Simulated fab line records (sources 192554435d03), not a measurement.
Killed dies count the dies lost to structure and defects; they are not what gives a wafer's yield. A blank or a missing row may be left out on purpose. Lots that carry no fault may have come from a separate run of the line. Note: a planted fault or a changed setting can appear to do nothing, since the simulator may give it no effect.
Chamber matching | flow n5-finfet | 4 sister chambers for N5_HKMG_FIN_STRIP_93 on rie-diel-06
The step strips SOC in N2/H2, time 20 s. 8 wafers are shown with their chamber, then 7 later ones without.

EACH WAFER AND ITS CHAMBER
wafer  | chamber | drypump-motor-current-A (A) | showerhead-plenum-p-Torr (Torr)
L078.2 | 1       | 6.6                         | 3.44
L078.5 | 1       | 6.5                         | 3.44
L081.3 | 2       | 5.7                         | 3.30
L083.1 | 0       | 6.2                         | 3.30
L083.4 | 2       | 5.7                         | 3.30
L083.5 | 3       | 5.4                         | 3.33
L085.3 | 3       | 5.4                         | 3.32
L085.5 | 0       | 6.2                         | 3.29

WAFERS WITHOUT THEIR CHAMBER
wafer  | drypump-motor-current-A (A) | showerhead-plenum-p-Torr (Torr)
L085.6 | 5.4                         | 3.32
L091.1 | 6.5                         | 3.43
L091.4 | 6.2                         | 3.29
L091.5 | 6.2                         | 3.29
L094.2 | 5.7                         | 3.29
L094.3 | 6.2                         | 3.28
L094.4 | 6.5                         | 3.42

CHAMBER TAKEN BY EACH
wafer  | from the rows above | in truth
L085.6 | 3                   | 3
L091.1 | 1                   | 1
L091.4 | 0                   | 0
L091.5 | 0                   | 0
L094.2 | 2                   | 2
L094.3 | 0                   | 0
L094.4 | 1                   | 1
Correct placement for 7 of the 7. From these rows, 0 cannot be placed. Placed wrongly: 0.
How it was worked out, from the rows above alone: a wafer's distance from a chamber is the root of the sum, over the readings, of the square of ((its reading less the chamber's mean) divided by the reading's scatter). The wafer belongs to the nearest chamber; if the next one is less than 2 further off, it can't be placed. A chamber's mean is the mean of its shown wafers. How the scatter is found: for the shown wafers, subtract from each reading the mean of its chamber, square and add these, divide the total by (wafers less chambers), then take the root.
